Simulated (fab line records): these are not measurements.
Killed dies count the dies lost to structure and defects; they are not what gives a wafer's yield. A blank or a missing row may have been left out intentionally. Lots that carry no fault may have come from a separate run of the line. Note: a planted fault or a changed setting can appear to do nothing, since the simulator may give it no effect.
Split-lot trial -- flow n5 finfet -- 21 wafers read across 7 lots, on a route 1938 steps long

THE SPLIT ITSELF
At N5_BEOL_M1_COAT_76 (time 60 s, resist thk 5 nm), the setting spin rpm was moved away from the recipe's 1500 rpm on 5 of the 21 wafers read, by -8.7% to +9.4%. This setting was run at the recipe's value on the other wafers.

FROM THE SPLIT TO THE READING: what the file shows between them, 4 steps
- N5_BEOL_M1_COAT_22: resist thk 30 nm
- N5_BEOL_M1_EBR_24
- N5_BEOL_M1_DESCUM_33: chemistry O2, time 7 s
- N5_BEOL_M1_ETCH_77: etches underlayer in N2/H2, target depth 6.5 nm, time 5.2 s

THE READING
CAR-EUV_of_BEOL_M1_COAT_22.thk nm (the simulator's own value, which no gauge read), in nm, at N5_BEOL_M1_ETCH_69 (etches SiARC in CF4, target depth 15.6 nm, time 26 s). The file does not state a usual value for it. Average 11.1 nm, standard deviation 0.099 nm, over the 16 wafers here run with the recipe.

wafer,"tool, chamber at the split","spin rpm as run, rpm",against the recipe,"CAR-EUV_of_BEOL_M1_COAT_22.thk nm, nm",against lot-mates on the recipe
L078.2,"litho track-02, 0",1500,recipe,11.2,-
L078.4,"litho track-02, 0",1500,recipe,11.2,-
L078.3,"litho track-02, 0",1500,recipe,11,-
L083.4,"litho track-04, 0",1500,recipe,11,-
L083.6,"litho track-04, 0",1500,recipe,11,-
L083.5,"litho track-04, 0",1500,recipe,11.2,-
L085.2,"litho track-02, 0",1500,recipe,11.2,-
L085.3,"litho track-02, 0",1500,recipe,11.2,-
L085.5,"litho track-02, 0",1393,-7.1%,11,-0.2
L088.1,"litho track-01, 0",1500,recipe,11,-
L088.2,"litho track-01, 0",1500,recipe,11,-
L088.3,"litho track-01, 0",1500,recipe,11.2,-
L089.4,"litho track-04, 0",1500,recipe,11.2,-
L089.5,"litho track-04, 0",1500,recipe,11.2,-
L089.6,"litho track-04, 0",1370,-8.7%,10.8,-0.4
L092.2,"litho track-02, 0",1442,-3.9%,11,-0.2
L092.6,"litho track-02, 0",1442,-3.9%,11,-0.2
L092.3,"litho track-02, 0",1500,recipe,11.2,-
L095.2,"litho track-01, 0",1500,recipe,11,-
L095.3,"litho track-01, 0",1500,recipe,11,-
L095.5,"litho track-01, 0",1641,+9.4%,11.4,+0.4

FIT RESULTS
A straight line over all 21 wafers: CAR-EUV_of_BEOL_M1_COAT_22.thk nm changes by +0.0291 nm for each +1% of spin rpm; r = +0.73; the points scatter about the line by 0.095 nm.
The same after taking each lot's own level away (the mean of its wafers on the recipe; 21 wafers): +0.0417 nm for each +1%; r = +0.90; scatter 0.07 nm.
The reading moves by 0.39 nm for the largest change in spin rpm, on that fit.
The lots' own levels span 11.00 to 11.20 nm, that is 2.0 times the standard deviation above.
So the lot-to-lot level blurs the effect unless lot-mates are compared.
Check: with one of the wafers moved furthest among these (+9.4%) left out of the fit, the line predicts +0.384 nm for it against its lot-mates. It came out at +0.4 nm against them.

THE OTHER SPLITS THESE WAFERS WENT THROUGH
Note: prior to the reading, these wafers also went through further splits. Each is held against what the fit with the lots' levels taken away leaves over:
other split on the same wafers,wafers away from the commonest value,r with CAR-EUV_of_BEOL_M1_COAT_22.thk nm (lot level and that fit taken away)
N5_BEOL_M0_ETCH_109 bias w,7,+0.16
N5_BEOL_M1_COAT_67 spin rpm,7,+0.21

THE WHOLE CHAIN: every reading that the file lists as answering this split, in the file's order
step,what it does,reading,change (the file's fit),r (the file's)
N5_BEOL_M1_ETCH_77,"etches underlayer in N2/H2, target depth 6.5 nm, time 5.2 s","etch.depth nm (the simulator's own value, which no gauge read)",-0.025 nm for each +1% of the setting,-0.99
N5_BEOL_M1_ETCH_69,"etches SiARC in CF4, target depth 15.6 nm, time 26 s","CAR-EUV_of_BEOL_M1_COAT_22.thk nm (the simulator's own value, which no gauge read)",+0.0411 nm for each +1% of the setting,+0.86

FILE'S OWN FIT
CAR-EUV_of_BEOL_M1_COAT_22.thk nm changes by +0.0411 nm for each +1% of spin rpm, r = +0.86.
